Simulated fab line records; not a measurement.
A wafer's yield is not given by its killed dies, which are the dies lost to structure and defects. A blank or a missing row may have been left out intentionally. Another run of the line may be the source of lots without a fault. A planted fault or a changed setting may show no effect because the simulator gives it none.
What tool caused it?    flow nand harc    42 wafers from 14 lots sampled at 5 of the route's 1302 steps

## WHAT THE GAUGES SHOWED, per wafer
NHARC_A_ONON_D2_THK_MEAS_02: measures by ellipsometry. Usual: thk nm 1001 nm, standard deviation 8.1.
lot   measured      on             thk nm (nm)     flag
L600  day 12 14:28  film metro-01  1011 1011 1009  
L601  day 13 04:59  film metro-02  1001 1004 1003  
L602  day 13 05:05  film metro-01  985 985 984     
L603  day 13 20:49  film metro-02  997 1000 997    
L604  day 14 03:13  film metro-02  1010 1011 1010  
L607  day 15 04:14  film metro-02  995 994 993     
L608  day 15 13:43  film metro-01  985 986 984     
L611  day 16 20:23  film metro-01  1008 1007 1008  
L616  day 19 02:21  film metro-01  992 990 989     
L617  day 19 02:18  film metro-02  1010 1012 1010  
L619  day 20 05:17  film metro-02  1004 1001 1002  
L620  day 21 04:59  film metro-02  988 987 987     
L621  day 21 11:35  film metro-02  1008 1009 1009  
L622  day 21 23:34  film metro-02  993 995 994     

NHARC_A_ONON_D2_THK_MEAS_05: measures by ellipsometry. Usual: thk nm 1002 nm, standard deviation 9.1.
lot   measured      on             thk nm (nm)     flag
L600  day 12 15:02  film metro-02  1011 1011 1011  
L601  day 13 05:33  film metro-02  987 989 986     
L602  day 13 05:38  film metro-01  991 993 994     
L603  day 13 21:23  film metro-02  1000 1000 1000  
L604  day 14 03:47  film metro-01  1018 1016 1016  
L607  day 15 04:49  film metro-01  1010 1009 1008  
L608  day 15 14:17  film metro-02  686 687 688     OFF
L611  day 16 20:57  film metro-01  707 707 705     OFF
L616  day 19 02:55  film metro-02  1010 1009 1011  
L617  day 19 02:52  film metro-01  1003 1003 1004  
L619  day 20 05:52  film metro-02  992 993 993     
L620  day 21 05:33  film metro-02  1007 1004 1009  
L621  day 21 12:09  film metro-01  1008 1009 1009  
L622  day 22 00:08  film metro-02  988 989 988     

NHARC_END_SORT_01. Usual: killed at array 52, standard deviation 20; killed at other 1.0, standard deviation 1.3; killed at periphery 3.7, standard deviation 2.2; killed dies 57, standard deviation 20; killed open 3.2, standard deviation 1.6; killed short 2.4, standard deviation 1.6.
lot   measured      on         killed at array  killed at other  killed at periphery  killed dies  killed open  killed short  flag
L608  day 27 17:13  prober-01  672 674 673      1 0 1            4 3 3                677 677 677  5 1 4        5 3 1         OFF
L611  day 28 08:13  prober-02  672 668 669      2 5 4            3 4 4                677 677 677  2 3 1        4 1 7         OFF

## TOOL THAT RAN EACH LOT (tool first, then ch and the chambers of the sampled wafers, then the start)
lot   NHARC_A_CHANNEL_FILL_D1_STRIP_28    NHARC_A_ONON_D2_DEP_03
L600  rie diel-08 ch 2,3, day 10 00:55    pecvd onon-02 ch 0, day 12 14:31
L601  rie diel-01 ch 0,1, day 10 13:16    pecvd onon-02 ch 0, day 13 05:09
L602  rie diel-05 ch 0,2,3, day 10 13:16  pecvd onon-01 ch 0, day 13 05:11
L603  rie diel-01 ch 0,1,2, day 11 02:17  pecvd onon-01 ch 0, day 13 20:59
L604  rie diel-05 ch 1,3, day 11 08:32    pecvd onon-01 ch 0, day 14 03:20
L607  rie diel-08 ch 0,2,3, day 12 17:20  pecvd onon-02 ch 0, day 15 04:18
L608  rie diel-05 ch 0,1,3, day 13 04:26  pecvd onon-02 ch 0, day 15 13:50
L611  rie diel-05 ch 0,1,3, day 14 09:11  pecvd onon-02 ch 0, day 16 20:26
L616  rie diel-05 ch 0,1,3, day 16 16:53  pecvd onon-02 ch 0, day 19 02:25
L617  rie diel-01 ch 0,3, day 16 16:53    pecvd onon-01 ch 0, day 19 02:25
L619  rie diel-01 ch 0,1,2, day 17 17:23  pecvd onon-02 ch 0, day 20 05:20
L620  rie diel-05 ch 1,3, day 18 17:39    pecvd onon-03 ch 0, day 21 05:05
L621  rie diel-08 ch 1,2, day 19 00:29    pecvd onon-03 ch 0, day 21 11:46
L622  rie diel-01 ch 0,3, day 19 05:01    pecvd onon-03 ch 0, day 21 23:41
- NHARC_A_CHANNEL_FILL_D1_STRIP_28: strips in O2, time 20 s.
- NHARC_A_ONON_D2_DEP_03: target thk 1000 nm.

## AS READ BY THE TOOLS THEMSELVES (means over the sampled wafers that have a number; for cases with no such wafer, the mark the record gives instead)
NHARC_A_CHANNEL_FILL_D1_STRIP_28. Usual: drypump motor current A 5.5 A, standard deviation 0.43; oes product au 1.001 a.u., standard deviation 0.0075; rf vpp V 58.0 V, standard deviation 0.93; showerhead plenum p Torr 3.58 Torr, standard deviation 0.17; throttle valve pct 17.036 %, standard deviation 0.01.
lot   tool         drypump motor current A (A)  oes product au (a.u.)  rf vpp V (V)  showerhead plenum p Torr (Torr)  throttle valve pct (%)  flag
L600  rie diel-08  5.6                          0.998                  57.8          3.35                             17.028                  
L601  rie diel-01  5.1                          1.009                  58.5          3.74                             17.025                  
L602  rie diel-05  5.7                          1.001                  57.2          3.59                             17.040                  
L603  rie diel-01  5.5                          1.016                  57.7          3.60                             17.035                  
L604  rie diel-05  5.8                          0.996                  57.8          3.39                             17.036                  
L607  rie diel-08  5.8                          0.998                  57.8          3.38                             17.046                  
L608  rie diel-05  5.5                          0.999                  57.0          3.53                             17.047                  
L611  rie diel-05  5.5                          0.998                  58.5          3.53                             17.033                  
L616  rie diel-05  5.5                          1.008                  57.6          3.53                             17.042                  
L617  rie diel-01  5.1                          1.001                  58.3          3.70                             17.028                  
L619  rie diel-01  5.5                          0.995                  57.7          3.60                             17.020                  
L620  rie diel-05  5.6                          1.003                  58.2          3.47                             17.037                  
L621  rie diel-08  6.0                          0.996                  57.0          3.47                             17.052                  
L622  rie diel-01  5.1                          0.995                  58.5          3.69                             17.050                  

## THE ANSWER, worked out from the rows above alone
Rule: a lot is off if the mean of its wafers that have a number lies more than 3 standard deviations from the usual mean. A lot without any number at a reading at which 4 lots or more have one is off too. The other lots that the step has rows for count as sound. The gauges are gone through in route order, then the tools' own readings, and for those a lot's mean is taken as printed above. The first step at which some lot is off is used, and at that step the reading that is off furthest; a lot without a number counts as furthest.
Off, at NHARC_A_ONON_D2_THK_MEAS_05 on thk nm: L608, L611.
A tool fits if, at a process step before that reading, it ran every lot that is off, and no sound lot after the first of them. Not tried: the gauges at NHARC_A_ONON_D2_THK_MEAS_05; whatever is off there is also off at NHARC_END_SORT_01, on other tools, and gauge error can't account for it. No candidate that was tried fits.

## WHAT THE SIMULATOR HAD PUT IN
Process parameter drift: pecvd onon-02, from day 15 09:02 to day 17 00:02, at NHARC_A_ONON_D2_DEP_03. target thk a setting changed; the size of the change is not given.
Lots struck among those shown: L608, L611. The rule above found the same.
